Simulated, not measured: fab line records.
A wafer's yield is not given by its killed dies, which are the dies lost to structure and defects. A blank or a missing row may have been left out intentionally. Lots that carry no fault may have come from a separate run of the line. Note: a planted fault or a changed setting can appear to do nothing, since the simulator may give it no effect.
fab line records	flow n5_finfet
record: lots: 7	wafers: 21
route steps=1938 shown BEOL_M5@1123 BEOL_M6@1221 BEOL_M7@1299
start_h: hours from the record's opening day to when the first of the lot's shown wafers began	wait_h: hours since the lot's step before	" same as the row above	L1.1+2: several wafers, shown together as one row	- no value present, or no start provided	* or withheld: withheld	< > ~ a bound
route shown NAME@n: names a module that has steps shown in the file, with the first one's number in the route	usual: mean/standard deviation taken from wafers without a fault	same: alike in all rows	chamber/n: place in a boat	sites: per-site readings	_std_site: their standard deviation	_edge_site: mean of outer sites minus mean of inner sites	radius_mm: how far each site lies from the wafer's centre	mask NAME#n: copy n	behind: the most recent tool/chamber to have shaped the wafer	hold: what put the lot on hold/how long, in hours/how the hold closed	device: whichever transistor did not switch (one of n, p or np)	end of line: tests of these same wafers at the route's end	a step without rows: its recipe alone	killed: at the first sort, the dies lost to defects and structure; wafer yield is something else	map: dies across one wafer; x = killed, . = not, _ = none there
set.NAME: the setting as run; set.NAME@STEP: as run at that earlier step	model.NAME: the simulator's own value behind a step, which no gauge read
lots whose settings were changed on purpose; a table a step, a row a wafer
== steps ==
step: N5_BEOL_M5_EXPOSE_08
recipe: mask_id: M5	na: 0.33	source_shape: annular	sigma_inner: 0.4	sigma_outer: 0.8	polarization: unpolarized	target_cd_nm: 28	dose_mj: 35.75
lot.wafer	tool	chamber	start_h	wait_h	mask	set.dose_mj
L080.1+3	euv_scanner-01	0	202.69	-	M5#0	35.75
L080.5	"	0	"	"	M5#0	34.29
L083.4+5+6	euv_scanner-01	0	221.31	-	M5#0	35.75
L086.4+5	euv_scanner-01	0	242.05	-	M5#0	33.23
L086.6	"	0	"	"	M5#0	35.75
L090.2+4	euv_scanner-01	0	263.75	-	M5#0	37.59
L090.3	"	0	"	"	M5#0	35.75
L093.1+2+5	euv_scanner-01	0	279.02	-	M5#0	35.75
L096.1+3	euv_scanner-02	0	311.69	-	M5#0	35.75
L096.2	"	0	"	"	M5#0	34.23
L097.3+4+5	euv_scanner-01	0	322.74	-	M5#0	35.75
step: N5_BEOL_M5_PEB_09
recipe: peb_temp_c: 100	peb_time_s: 60	resist: CAR-EUV
step: N5_BEOL_M5_DEVELOP_10
recipe: develop_time_s: 30	developer: TMAH	resist: CAR-EUV	rinse_liquid: surfactant_rinse	dry: air_spin	dev_temp_c: 23
step: N5_BEOL_M5_CD_MEAS_11
recipe: target_cd_nm: 27.74	landing_energy_ev: 500	detector: se_inlens
usual: cd_nm: 27.94/0.24
lot.wafer	tool	chamber	start_h	wait_h	set.dose_mj@BEOL_M5_EXPOSE_08	cd_nm
L080.1	cd_sem-02	0	202.82	-	35.75	27.64
L080.3	"	0	"	"	35.75	28.27
L080.5	"	0	"	"	34.29	27.18
L083.4	cd_sem-01	0	221.42	-	35.75	27.38
L083.5	"	0	"	"	35.75	27.67
L083.6	"	0	"	"	35.75	27.85
L086.4	cd_sem-01	0	242.16	-	33.23	26.06
L086.5	"	0	"	"	33.23	26.16
L086.6	"	0	"	"	35.75	27.68
L090.2	cd_sem-01	0	263.87	-	37.59	29.04
L090.3	"	0	"	"	35.75	27.44
L090.4	"	0	"	"	37.59	29.69
L093.1	cd_sem-03	0	279.15	-	35.75	27.95
L093.2	"	0	"	"	35.75	27.95
L093.5	"	0	"	"	35.75	27.89
L096.1	cd_sem-03	0	311.82	-	35.75	27.62
L096.2	"	0	"	"	34.23	27.04
L096.3	"	0	"	"	35.75	27.72
L097.3	cd_sem-01	0	322.85	-	35.75	28.09
L097.4	"	0	"	"	35.75	28.32
L097.5	"	0	"	"	35.75	28.19
step: N5_BEOL_M5_DESCUM_16
recipe: chemistry: O2	time_s: 7	source_power_w: 50	bias_power_w: 20	pressure_mtorr: 20	rf_frequency_hz: 2.712e+07	temp_c: 40	resist: CAR-EUV	o2_flow_sccm: 225
lot.wafer	tool	chamber	start_h	wait_h	set.dose_mj@BEOL_M5_EXPOSE_08	model.BEOL_M5.cd_nm
L080.1	rie_diel-02	3	202.94	0.0	35.75	28
L080.3	"	0	"	"	35.75	27.8
L080.5	"	1	"	"	34.29	27.2
L083.4+5	rie_diel-03	3,1	221.66	0.2	35.75	27.8
L083.6	"	2	"	"	35.75	28
L086.4	rie_diel-02	2	242.28	0.0	33.23	26.4
L086.5	"	1	"	"	33.23	26.2
L086.6	"	0	"	"	35.75	28
L090.2	rie_diel-03	1	264.00	0.0	37.59	29.4
L090.3	"	3	"	"	35.75	28.2
L090.4	"	2	"	"	37.59	29.2
L093.1+2+5	rie_diel-04	3,0,3	280.60	1.4	35.75	28
L096.1	rie_diel-03	2	311.94	0.0	35.75	27.8
L096.2	"	3	"	"	34.23	27
L096.3	"	0	"	"	35.75	28
L097.3+4	rie_diel-03	2,3	322.98	0.0	35.75	28
L097.5	"	1	"	"	35.75	28.2
step: N5_BEOL_M5_ETCH_72
recipe: chemistry: N2/H2	target: underlayer	target_depth_a: 65	mask_material: CAR-EUV	time_s: 5.2	ion_energy_ev: 200	pressure_mtorr: 30	source_w: 840	bias_w: 150	n2_flow_sccm: 200	h2_flow_sccm: 200	ends: cleared
step: N5_BEOL_M5_ETCH_61
recipe: chemistry: CF4	target: SiARC	target_depth_a: 156	mask_material: CAR-EUV	time_s: 26	ion_energy_ev: 80	pressure_mtorr: 40	source_w: 545	bias_w: 36	Ar_flow_sccm: 100	cf4_flow_sccm: 100	ends: cleared
lot.wafer	tool	chamber	start_h	wait_h	set.dose_mj@BEOL_M5_EXPOSE_08	model.BEOL_M5.cd_nm
L080.1	rie_diel-02	3	202.99	0.0	35.75	28.2
L080.3	"	0	"	"	35.75	27.8
L080.5	"	1	"	"	34.29	27.2
L083.4+5	rie_diel-03	3,1	221.71	0.0	35.75	27.8
L083.6	"	2	"	"	35.75	28.2
L086.4	rie_diel-02	2	242.33	0.0	33.23	26.2
L086.5	"	1	"	"	33.23	26.4
L086.6	"	0	"	"	35.75	28
L090.2	rie_diel-03	1	264.05	0.0	37.59	29
L090.3	"	3	"	"	35.75	28.2
L090.4	"	2	"	"	37.59	29.2
L093.1+2+5	rie_diel-04	3,0,3	280.65	0.0	35.75	28
L096.1+3	rie_diel-03	2,0	311.99	0.0	35.75	27.8
L096.2	"	3	"	"	34.23	27
L097.3	rie_diel-03	2	323.03	0.0	35.75	28.2
L097.4+5	"	3,1	"	"	35.75	28
step: N5_BEOL_M5_ETCH_62
recipe: chemistry: N2/H2	target: SOC	target_depth_a: 750	overetch_a: 150	mask_material: SiARC	temp_c: 40	time_s: 112.5	ion_energy_ev: 200	pressure_mtorr: 30	source_w: 840	bias_w: 150	n2_flow_sccm: 200	h2_flow_sccm: 200
lot.wafer	tool	chamber	start_h	wait_h	set.dose_mj@BEOL_M5_EXPOSE_08	model.BEOL_M5.cd_nm
L080.1	rie_diel-02	3	203.02	0.0	35.75	28
L080.3	"	0	"	"	35.75	27.8
L080.5	"	1	"	"	34.29	27.2
L083.4+5	rie_diel-03	3,1	221.74	0.0	35.75	27.8
L083.6	"	2	"	"	35.75	28
L086.4	rie_diel-02	2	242.36	0.0	33.23	26.2
L086.5	"	1	"	"	33.23	26.4
L086.6	"	0	"	"	35.75	27.8
L090.2+4	rie_diel-03	1,2	264.08	0.0	37.59	29
L090.3	"	3	"	"	35.75	28
L093.1	rie_diel-04	3	280.68	0.0	35.75	28
L093.2+5	"	0,3	"	"	35.75	27.8
L096.1+3	rie_diel-03	2,0	312.02	0.0	35.75	27.8
L096.2	"	3	"	"	34.23	27
L097.3+4+5	rie_diel-03	2,3,1	323.06	0.0	35.75	28.2
step: N5_BEOL_M5_STRIP_63
recipe: chemistry: N2/H2	temp_c: 40	n2_flow_sccm: 200	h2_flow_sccm: 200	rf_frequency_hz: 6e+07
step: N5_BEOL_M5_STRIP_73
recipe: chemistry: N2/H2	temp_c: 40	n2_flow_sccm: 200	h2_flow_sccm: 200	rf_frequency_hz: 6e+07
step: N5_BEOL_M5_HM_OPEN_17
recipe: chemistry: Cl2/BCl3	target_depth_a: 200	overetch_a: 60	target: TiN	mask_material: SOC	ion_energy_ev: 150	pressure_mtorr: 10	icp_w: 1000	bias_w: 126	Cl2_flow_sccm: 53.25	bcl3_flow_sccm: 21.75	Ar_flow_sccm: 25
step: N5_BEOL_M5_STRIP_19
recipe: chemistry: O2	power_w: 400	temp_c: 40	pressure_mtorr: 30	rf_frequency_hz: 6e+07	bias_power_w: 0	overash_fraction: 0.2	o2_flow_sccm: 225
step: N5_BEOL_M5_CD_MEAS_18
recipe: pitch_nm: 56	target_cd_nm: 28
usual: cd_nm: 28.0/0.33
lot.wafer	tool	chamber	start_h	wait_h	set.dose_mj@BEOL_M5_EXPOSE_08	cd_nm
L080.1	cd_sem-03	-	203.37	0.0	35.75	27.9
L080.3	"	-	"	"	35.75	27.6
L080.5	"	-	"	"	34.29	27.0
L083.4	cd_sem-02	-	222.14	0.1	35.75	27.9
L083.5	"	-	"	"	35.75	27.7
L083.6	"	-	"	"	35.75	28.1
L086.4	cd_sem-01	-	242.73	0.1	33.23	26.4
L086.5	"	-	"	"	33.23	26.7
L086.6	"	-	"	"	35.75	28.2
L090.2	cd_sem-02	-	264.43	0.1	37.59	29.1
L090.3	"	-	"	"	35.75	28.3
L090.4	"	-	"	"	37.59	29.1
L093.1	cd_sem-02	-	281.12	0.0	35.75	27.9
L093.2	"	-	"	"	35.75	27.5
L093.5	"	-	"	"	35.75	28.0
L096.1	cd_sem-03	-	312.38	0.1	35.75	27.8
L096.2	"	-	"	"	34.23	27.2
L096.3	"	-	"	"	35.75	27.4
L097.3	cd_sem-01	-	323.51	0.1	35.75	28.4
L097.4	"	-	"	"	35.75	28.4
L097.5	"	-	"	"	35.75	27.9
step: N5_BEOL_M5_COAT_65
recipe: resist: SOC	temp_c: 250	time_s: 60	spin_rpm: 1500	resist_thk_nm: 60
step: N5_BEOL_M5_COAT_66
recipe: resist: SiARC	temp_c: 220	time_s: 60	spin_rpm: 1500	resist_thk_nm: 12
step: N5_BEOL_M5_ETCH_75
recipe: chemistry: N2/H2	target: underlayer	target_depth_a: 65	mask_material: CAR-EUV	time_s: 5.2	ion_energy_ev: 200	pressure_mtorr: 30	source_w: 840	bias_w: 150	n2_flow_sccm: 200	h2_flow_sccm: 200	ends: cleared
step: N5_BEOL_M5_ETCH_67
recipe: chemistry: CF4	target: SiARC	target_depth_a: 156	mask_material: CAR-EUV	time_s: 26	ion_energy_ev: 80	pressure_mtorr: 40	source_w: 545	bias_w: 36	Ar_flow_sccm: 100	cf4_flow_sccm: 100	ends: cleared
step: N5_BEOL_M5_ETCH_68
recipe: chemistry: N2/H2	target: SOC	target_depth_a: 800	overetch_a: 160	mask_material: SiARC	temp_c: 40	time_s: 120	ion_energy_ev: 200	pressure_mtorr: 30	source_w: 840	bias_w: 150	n2_flow_sccm: 200	h2_flow_sccm: 200
lot.wafer	tool	chamber	start_h	wait_h	set.dose_mj@BEOL_M5_EXPOSE_08	model.BEOL_M5.cd_nm
L080.1	rie_diel-02	2	203.88	0.0	35.75	28.2
L080.3	"	3	"	"	35.75	27.6
L080.5	"	3	"	"	34.29	27.4
L083.4+5	rie_diel-03	3,2	222.65	0.0	35.75	27.8
L083.6	"	3	"	"	35.75	28.4
L086.4+5	rie_diel-04	2,1	243.33	0.0	33.23	26.2
L086.6	"	2	"	"	35.75	28
L090.2	rie_diel-04	1	265.58	0.0	37.59	28.6
L090.3	"	0	"	"	35.75	27.8
L090.4	"	1	"	"	37.59	28.8
L093.1+2	rie_diel-03	3,1	282.54	0.0	35.75	27.8
L093.5	"	1	"	"	35.75	28
L096.1	rie_diel-02	0	314.34	0.0	35.75	28
L096.2	"	2	"	"	34.23	27.6
L096.3	"	3	"	"	35.75	27.8
L097.3	rie_diel-03	2	324.16	0.0	35.75	28
L097.4+5	"	1	"	"	35.75	28.2
step: N5_BEOL_M5_TRENCH_ETCH_37
recipe: chemistry: C4F6/O2	target_depth_a: 716.52	target: SiCOH_lowk	time_s: 24.7	ion_energy_ev: 250	pressure_mtorr: 30	source_w: 345	bias_w: 185	Ar_flow_sccm: 300	C4F6_flow_sccm: 10	O2_flow_sccm: 10
usual: rf_vpp_V: 663/6.5
lot.wafer	tool	chamber	start_h	wait_h	set.bias_w	set.dose_mj@BEOL_M5_EXPOSE_08	rf_vpp_V	model.BEOL_M5.cd_nm
L080.1	rie_diel-02	2	-	-	185	35.75	661	28
L080.3	"	3	"	"	185	35.75	671	27.6
L080.5	"	3	"	"	185	34.29	672	27
L083.4	rie_diel-03	3	-	-	185	35.75	652	27.8
L083.5	"	2	"	"	185	35.75	660	27.8
L083.6	"	3	"	"	185	35.75	654	28.2
L086.4	rie_diel-04	2	-	-	159.7	33.23	585	26.4
L086.5	"	1	"	"	159.7	33.23	600	26.6
L086.6	"	2	"	"	185	35.75	661	28
L090.2	rie_diel-04	1	-	-	173.9	37.59	643	29
L090.3	"	0	"	"	173.9	35.75	633	28.2
L090.4	"	1	"	"	173.9	37.59	643	29
L093.1	rie_diel-03	3	-	-	185	35.75	652	28
L093.2	"	1	"	"	208.6	35.75	733	27.8
L093.5	"	1	"	"	185	35.75	667	27.8
L096.1	rie_diel-02	0	-	-	185	35.75	660	27.8
L096.2	"	2	"	"	185	34.23	662	27.2
L096.3	"	3	"	"	154.8	35.75	584	27.6
L097.3	rie_diel-03	2	-	-	185	35.75	661	28.2
L097.4	"	1	"	"	185	35.75	669	28.2
L097.5	"	1	"	"	185	35.75	667	28.2
step: N5_BEOL_M5_ETCH_41
recipe: chemistry: CH3F/O2	target: SiCN	target_depth_a: 315	taper_deg: 2	time_s: 56.7	ion_energy_ev: 120	mask_material: TiN	pressure_mtorr: 30	source_w: 395	bias_w: 75	Ar_flow_sccm: 150	CH3F_flow_sccm: 30	O2_flow_sccm: 20
usual: rf_vpp_V: 296.7/1.6
lot.wafer	tool	chamber	start_h	wait_h	set.source_w	rf_vpp_V	model.etch.depth_nm
L080.1	rie_diel-02	2	-	-	443.4	285.8	23.25
L080.3	"	3	"	"	443.4	287.8	22.89
L080.5	"	3	"	"	443.4	286.4	22.7
L083.4	rie_diel-03	3	-	-	395	294.9	20.94
L083.5	"	2	"	"	395	295.0	20.98
L083.6	"	3	"	"	395	296.0	21.16
L086.4	rie_diel-04	2	-	-	395	298.6	21.55
L086.5	"	1	"	"	395	296.3	21.07
L086.6	"	2	"	"	441	287.5	22.18
L090.2	rie_diel-04	1	-	-	344.6	311.6	20.1
L090.3	"	0	"	"	395	298.0	21.15
L090.4	"	1	"	"	344.6	311.9	20.21
L093.1	rie_diel-03	3	-	-	355.3	307.6	20.58
L093.2	"	1	"	"	395	298.0	22.24
L093.5	"	1	"	"	395	297.6	22.19
L096.1	rie_diel-02	0	-	-	395	298.9	21.14
L096.2	"	2	"	"	445.2	283.3	23.04
L096.3	"	3	"	"	445.2	286.7	22.78
L097.3	rie_diel-03	2	-	-	435.4	284.6	22.21
L097.4	"	1	"	"	395	296.9	22.18
L097.5	"	1	"	"	435.4	288.2	23.07
step: N5_BEOL_M5_STRIP_91
recipe: chemistry: N2/H2	time_s: 10	power_w: 450	temp_c: 40	pressure_mtorr: 20	rf_frequency_hz: 6e+07	bias_power_w: 7	n2_flow_sccm: 200	h2_flow_sccm: 200
step: N5_BEOL_M5_PRECLEAN_42
recipe: chemistry: residue_remover	time_s: 60	temp_c: 40
step: N5_BEOL_M5_SRD_43
recipe: time_s: 30	temp_c: 23	rinse_liquid: diw	dry: ipa_marangoni
step: N5_BEOL_M5_CD_MEAS_35
recipe: target_cd_nm: 28	target_cd_y_nm: 24	polarity: opening
usual: cd_nm: 27.98/0.26
lot.wafer	tool	chamber	start_h	wait_h	set.dose_mj@BEOL_M5_EXPOSE_08	cd_nm
L080.1	cd_sem-01	-	204.37	0.0	35.75	27.90
L080.3	"	-	"	"	35.75	27.24
L080.5	"	-	"	"	34.29	26.95
L083.4	cd_sem-01	-	223.15	0.0	35.75	27.91
L083.5	"	-	"	"	35.75	27.72
L083.6	"	-	"	"	35.75	28.00
L086.4	cd_sem-03	-	243.83	0.0	33.23	26.59
L086.5	"	-	"	"	33.23	26.34
L086.6	"	-	"	"	35.75	28.18
L090.2	cd_sem-02	-	266.07	0.0	37.59	28.84
L090.3	"	-	"	"	35.75	27.76
L090.4	"	-	"	"	37.59	28.96
L093.1	cd_sem-02	-	283.03	0.0	35.75	27.99
L093.2	"	-	"	"	35.75	27.85
L093.5	"	-	"	"	35.75	27.82
L096.1	cd_sem-01	-	314.84	0.0	35.75	27.87
L096.2	"	-	"	"	34.23	26.97
L096.3	"	-	"	"	35.75	27.61
L097.3	cd_sem-01	-	324.67	0.0	35.75	27.95
L097.4	"	-	"	"	35.75	27.88
L097.5	"	-	"	"	35.75	28.54
step: N5_BEOL_M6_COAT_22
recipe: resist: CAR-EUV	spin_rpm: 1500	resist_thk_nm: 30
lot.wafer	tool	chamber	start_h	wait_h	set.spin_rpm	model.CAR-EUV_of_BEOL_M6_COAT_22.thk_nm
L080.1+5	litho_track-01	0	-	-	1500	30
L080.3	"	0	"	"	1548	29.6
L083.4+5+6	litho_track-05	0	-	-	1500	30
L086.4+5	litho_track-05	0	-	-	1500	30
L086.6	"	0	"	"	1500	30.2
L090.2+3	litho_track-01	0	-	-	1435	30.8
L090.4	"	0	"	"	1500	30
L093.1+2+5	litho_track-01	0	-	-	1500	30
L096.1+2+3	litho_track-05	0	-	-	1500	30
L097.3+4	litho_track-03	0	-	-	1386	31
L097.5	"	0	"	"	1500	29.8
step: N5_BEOL_M6_EBR_24
recipe: solvent: PGMEA	ebr_width_mm: 1.5
step: N5_BEOL_M6_SOFTBAKE_23
recipe: temp_c: 110	time_s: 60	resist: CAR-EUV
step: N5_BEOL_M6_EXPOSE_25
recipe: mask_id: V5	na: 0.33	source_shape: annular	sigma_inner: 0.4	sigma_outer: 0.8	polarization: unpolarized	target_cd_nm: 40	dose_mj: 45
step: N5_BEOL_M6_PEB_26
recipe: peb_temp_c: 100	peb_time_s: 60	resist: CAR-EUV
step: N5_BEOL_M6_DEVELOP_27
recipe: develop_time_s: 30	developer: TMAH	resist: CAR-EUV	rinse_liquid: surfactant_rinse	dry: air_spin	dev_temp_c: 23
lot.wafer	tool	chamber	start_h	wait_h	set.spin_rpm@BEOL_M6_COAT_22	model.CAR-EUV_of_BEOL_M6_COAT_22.thk_nm
L080.1	litho_track-01	0	-	-	1500	29.4
L080.3	"	0	"	"	1548	29.2
L080.5	"	0	"	"	1500	29.6
L083.4	litho_track-03	0	-	-	1500	29.6
L083.5+6	"	0	"	"	1500	29.4
L086.4+6	litho_track-01	0	-	-	1500	29.6
L086.5	"	0	"	"	1500	29.4
L090.2	litho_track-01	0	-	-	1435	30.2
L090.3	"	0	"	"	1435	30.4
L090.4	"	0	"	"	1500	29.6
L093.1	litho_track-03	0	-	-	1500	29.4
L093.2+5	"	0	"	"	1500	29.6
L096.1+2+3	litho_track-05	0	-	-	1500	29.6
L097.3+4	litho_track-01	0	-	-	1386	30.6
L097.5	"	0	"	"	1500	29.4
step: N5_BEOL_M7_DESCUM_33
recipe: chemistry: O2	time_s: 7	source_power_w: 50	bias_power_w: 20	pressure_mtorr: 20	rf_frequency_hz: 2.712e+07	temp_c: 40	resist: CAR-EUV	o2_flow_sccm: 225
lot.wafer	tool	chamber	start_h	wait_h	set.time_s	model.CAR-EUV_of_BEOL_M7_COAT_22.thk_nm
L080.1+3	rie_diel-04	1,0	229.70	0.1	7	26
L080.5	"	1	"	"	5.457	26.8
L083.4+5+6	rie_diel-02	3,3,2	241.51	0.0	7	26.2
L086.4+6	rie_diel-03	2,1	267.84	0.0	7	26
L086.5	"	0	"	"	7.59	25.8
L090.2+3	rie_diel-04	2,0	291.26	0.0	7	26.2
L090.4	"	1	"	"	7	26
L093.1	rie_diel-03	3	301.66	0.0	7	26
L093.2+5	"	2	"	"	6.15	26.4
L096.1+2+3	rie_diel-04	3,0,1	335.37	0.0	7	26.2
L097.3	rie_diel-04	1	343.92	0.3	7.552	26
L097.4+5	"	2,1	"	"	7.552	25.8
step: N5_BEOL_M7_ETCH_72
recipe: chemistry: N2/H2	target: underlayer	target_depth_a: 65	mask_material: CAR-EUV	time_s: 5.2	ion_energy_ev: 200	pressure_mtorr: 30	source_w: 840	bias_w: 150	n2_flow_sccm: 200	h2_flow_sccm: 200	ends: cleared
lot.wafer	tool	chamber	start_h	wait_h	set.time_s@BEOL_M7_DESCUM_33	model.CAR-EUV_of_BEOL_M7_COAT_22.thk_nm
L080.1	rie_diel-04	1	229.73	0.0	7	20.2
L080.3	"	0	"	"	7	20.4
L080.5	"	1	"	"	5.457	21.2
L083.4+5+6	rie_diel-02	3,3,2	241.54	0.0	7	20.4
L086.4+6	rie_diel-03	2,1	267.87	0.0	7	20.2
L086.5	"	0	"	"	7.59	20
L090.2+4	rie_diel-04	2,1	291.30	0.0	7	20.4
L090.3	"	0	"	"	7	20.6
L093.1	rie_diel-03	3	301.69	0.0	7	20.2
L093.2+5	"	2	"	"	6.15	20.8
L096.1+2+3	rie_diel-04	3,0,1	335.41	0.0	7	20.4
L097.3+4+5	rie_diel-04	1,2,1	343.96	0.0	7.552	20.2
step: N5_BEOL_M7_ETCH_65
recipe: chemistry: CF4	target: SiARC	target_depth_a: 156	mask_material: CAR-EUV	time_s: 26	ion_energy_ev: 80	pressure_mtorr: 40	source_w: 545	bias_w: 36	Ar_flow_sccm: 100	cf4_flow_sccm: 100	ends: cleared
lot.wafer	tool	chamber	start_h	wait_h	set.time_s@BEOL_M7_DESCUM_33	model.CAR-EUV_of_BEOL_M7_COAT_22.thk_nm
L080.1	rie_diel-04	1	229.75	0.0	7	11
L080.3	"	0	"	"	7	11.2
L080.5	"	1	"	"	5.457	12
L083.4+5+6	rie_diel-02	3,3,2	241.56	0.0	7	11.2
L086.4+6	rie_diel-03	2,1	267.89	0.0	7	11
L086.5	"	0	"	"	7.59	11
L090.2+3+4	rie_diel-04	2,0,1	291.31	0.0	7	11.2
L093.1	rie_diel-03	3	301.71	0.0	7	11
L093.2+5	"	2	"	"	6.15	11.6
L096.1+2+3	rie_diel-04	3,0,1	335.43	0.0	7	11.2
L097.3+4+5	rie_diel-04	1,2,1	343.97	0.0	7.552	11
== key ==
split: step: N5_BEOL_M5_EXPOSE_08	setting: dose_mj	stated: 35.75	by: wafer
response: step: N5_BEOL_M5_CD_MEAS_11	reading: cd_nm	change: +0.242	per: 1%	r: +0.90
response: step: N5_BEOL_M5_DESCUM_16	reading: model.BEOL_M5.cd_nm	change: +0.219	per: 1%	r: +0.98
response: step: N5_BEOL_M5_ETCH_61	reading: model.BEOL_M5.cd_nm	change: +0.21	per: 1%	r: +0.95
response: step: N5_BEOL_M5_ETCH_62	reading: model.BEOL_M5.cd_nm	change: +0.198	per: 1%	r: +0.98
response: step: N5_BEOL_M5_CD_MEAS_18	reading: cd_nm	change: +0.183	per: 1%	r: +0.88
response: step: N5_BEOL_M5_ETCH_68	reading: model.BEOL_M5.cd_nm	change: +0.186	per: 1%	r: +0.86
response: step: N5_BEOL_M5_TRENCH_ETCH_37	reading: model.BEOL_M5.cd_nm	change: +0.181	per: 1%	r: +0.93
response: step: N5_BEOL_M5_CD_MEAS_35	reading: cd_nm	change: +0.214	per: 1%	r: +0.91
split: step: N5_BEOL_M5_TRENCH_ETCH_37	setting: bias_w	stated: 185	by: wafer
response: step: N5_BEOL_M5_TRENCH_ETCH_37	reading: rf_vpp_V	change: +5.09	per: 1%	r: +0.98
split: step: N5_BEOL_M5_ETCH_41	setting: source_w	stated: 395	by: wafer
response: step: N5_BEOL_M5_ETCH_41	reading: rf_vpp_V	change: -1.01	per: 1%	r: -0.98
response: step: N5_BEOL_M5_ETCH_41	reading: model.etch.depth_nm	change: +0.0998	per: 1%	r: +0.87
split: step: N5_BEOL_M6_COAT_22	setting: spin_rpm	stated: 1500	by: wafer
response: step: N5_BEOL_M6_COAT_22	reading: model.CAR-EUV_of_BEOL_M6_COAT_22.thk_nm	change: -0.16	per: 1%	r: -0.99
response: step: N5_BEOL_M6_DEVELOP_27	reading: model.CAR-EUV_of_BEOL_M6_COAT_22.thk_nm	change: -0.151	per: 1%	r: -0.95
split: step: N5_BEOL_M7_DESCUM_33	setting: time_s	stated: 7	by: wafer
response: step: N5_BEOL_M7_DESCUM_33	reading: model.CAR-EUV_of_BEOL_M7_COAT_22.thk_nm	change: -0.0343	per: 1%	r: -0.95
response: step: N5_BEOL_M7_ETCH_72	reading: model.CAR-EUV_of_BEOL_M7_COAT_22.thk_nm	change: -0.0409	per: 1%	r: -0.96
response: step: N5_BEOL_M7_ETCH_65	reading: model.CAR-EUV_of_BEOL_M7_COAT_22.thk_nm	shape: bent	at_lowest: 12	at_stated: 11.14	at_highest: 11
